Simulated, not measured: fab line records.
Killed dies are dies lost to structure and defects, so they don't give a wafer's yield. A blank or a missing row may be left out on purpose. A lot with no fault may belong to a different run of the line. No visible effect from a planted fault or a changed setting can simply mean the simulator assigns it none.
Matching of chambers	flow nand-harc	NHARC_P_M2_ETCH_35 on rie-diel-09: 4 sister chambers
The step etches the open film in N2/H2, target depth 40 nm, overetch 12 nm, time 43.94 s. 24 wafers are shown with their chamber, then 12 later ones without.

== WAFERS PAIRED WITH THEIR CHAMBERS ==
wafer	chamber	showerhead-plenum-p-Torr (Torr)	drypump-motor-current-A (A)	rf-vpp-V (V)
L078.1	0	2.12	5.8	431.8
L078.2	2	1.94	5.0	427.4
L078.5	3	1.99	5.7	429.0
L081.1	0	2.12	5.9	432.4
L081.2	1	1.92	4.8	428.7
L081.4	3	1.99	5.8	428.2
L082.2	1	1.92	4.8	426.6
L082.3	3	1.99	5.7	428.6
L082.5	0	2.12	5.8	433.1
L083.2	0	2.12	5.9	431.6
L083.5	0	2.12	5.9	433.2
L083.6	1	1.92	4.8	426.5
L085.1	2	1.94	5.1	427.2
L085.2	0	2.11	5.9	432.8
L085.6	1	1.92	4.8	426.9
L089.3	1	1.92	4.8	426.6
L089.5	3	1.99	5.8	428.0
L089.6	2	1.94	5.0	426.5
L088.1	0	2.11	5.9	433.9
L088.3	1	1.92	4.8	427.3
L088.6	3	1.99	5.7	429.9
L090.1	2	1.94	5.1	427.9
L090.3	3	1.99	5.8	430.4
L090.5	2	1.94	5.1	427.3

SIGNATURES (averages over the wafers above)
reading	chamber 0	chamber 1	chamber 2	chamber 3	scatter within a chamber
showerhead-plenum-p-Torr	2.1171	1.9200	1.9400	1.9900	0.00267
drypump-motor-current-A	5.871	4.800	5.060	5.750	0.0454
rf-vpp-V	432.686	427.100	427.260	429.017	0.808
Rule: a wafer's distance from a chamber is the root of the sum, over the readings, of the square of ((its reading less the chamber's mean) divided by the reading's scatter). If the next closest chamber is less than 2 further off than the closest, the wafer can't be placed; otherwise it belongs to the closest. The scatter is the square root of a quotient: the sum, over the shown wafers, of each reading's squared deviation from its chamber's mean, divided by wafers minus chambers.

== WAFERS WITHOUT THEIR CHAMBER ==
wafer	showerhead-plenum-p-Torr (Torr)	drypump-motor-current-A (A)	rf-vpp-V (V)
L092.3	2.11	5.8	433.3
L092.4	1.92	4.8	426.8
L092.6	1.99	5.8	429.8
L094.1	1.92	4.8	428.2
L094.3	2.11	5.9	432.2
L094.4	1.94	5.0	428.2
L095.1	1.99	5.7	428.3
L095.4	1.99	5.7	428.8
L095.5	2.11	5.8	432.4
L097.2	1.92	4.8	426.7
L097.4	1.94	5.1	426.6
L097.5	1.92	4.8	426.5

== WHICH CHAMBER EACH WENT THROUGH ==
wafer	from the rows above	in truth
L092.3	0	0
L092.4	1	1
L092.6	3	3
L094.1	1	1
L094.3	0	0
L094.4	2	2
L095.1	3	3
L095.4	3	3
L095.5	0	0
L097.2	1	1
L097.4	2	2
L097.5	1	1
12 of 12 placed correctly. From these rows, 0 cannot be placed. Placed wrongly: 0.
